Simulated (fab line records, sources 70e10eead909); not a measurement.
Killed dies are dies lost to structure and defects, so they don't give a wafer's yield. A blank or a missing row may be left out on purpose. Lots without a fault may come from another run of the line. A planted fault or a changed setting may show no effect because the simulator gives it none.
A struck lot beside a sound one | flow nand_harc | 15 steps out of a route of 1159
Sound: wafers L892.2, L892.5, L892.6. Struck: wafers L904.3, L904.4, L904.6. The cause comes at the end.
At each step with rows: each side's tool, then ch and its chambers, then its first start. Under that, the readings that differ: sound wafers | struck wafers | difference of the means | sigmas: that difference in standard deviations of wafers without a fault.
alike: readings whose means differ by less than 2 such deviations, and words and numbers that are the same on both sides. not compared: withheld readings, readings that some wafer has no value for, bounds like >300 that may hide the same value, and numbers for which the record gives no deviation and whose values overlap.
The two part at a step that has a row with sigmas, a row that says differs or no value, or rows on one side only. Numbers that don't overlap but have no deviation are shown without sigmas and don't part them. A reading that every wafer of one side lacks parts them only if that side has two wafers or more.

NHARC_P_START_INSPECT_01:
  sound on defect_inspect-01, day 2 00:02; struck on defect_inspect-02, day 5 00:02
  alike: raw_defect_count
then, 7 steps without rows for these wafers: NHARC_P_ZERO_WELL_PRECLEAN_00 (cleans in SPM, time 600 s); NHARC_P_ZERO_WELL_SRD_01; NHARC_P_ZERO_WELL_PECVD_02 (deposits SiO2, target thk 10 nm); NHARC_P_ZERO_WELL_DEHYDRATE_03 (time 120 s); NHARC_P_ZERO_WELL_HMDS_04 (time 30 s); NHARC_P_ZERO_WELL_COAT_64 (time 65 s); NHARC_P_ZERO_WELL_COAT_05 (resist thk 600 nm).
NHARC_P_ZERO_WELL_SOFTBAKE_06: time 70 s.
  sound on litho_track-07 ch 0, day 2 00:00; struck on litho_track-03 ch 0, day 5 00:00
  reading                  | sound             | struck            | difference | sigmas
  heater_power_total_W (W) | 201.9 202.4 202.5 | 187.2 187.5 187.9 | -14.7      | -11
then, 4 steps without rows for these wafers: NHARC_P_ZERO_WELL_EBR_07; NHARC_P_ZERO_WELL_EXPOSE_08 (exposes mask P ZERO, target cd 500 nm); NHARC_P_ZERO_WELL_PEB_09 (peb time 80 s); NHARC_P_ZERO_WELL_DEVELOP_10 (time 50 s).
NHARC_P_ZERO_WELL_CD_MEAS_11: target cd 500 nm.
  sound on cd_sem-03 ch 0, day 2 01:14; struck on cd_sem-02 ch 0, day 5 01:10
  reading    | sound             | struck            | difference | sigmas
  cd_nm (nm) | 503.1 500.0 502.9 | 490.2 488.1 494.3 | -11.1      | -6
then, 1 step without rows for these wafers: NHARC_P_ZERO_WELL_HARDBAKE_12 (time 65 s).

WHERE THEY PART
First at NHARC_P_ZERO_WELL_SOFTBAKE_06; last, within this record, at NHARC_P_ZERO_WELL_CD_MEAS_11.

WHY: what the simulator had put in
Process parameter drift: litho_track-03, from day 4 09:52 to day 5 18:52, at NHARC_P_ZERO_WELL_SOFTBAKE_06. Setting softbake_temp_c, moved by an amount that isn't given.
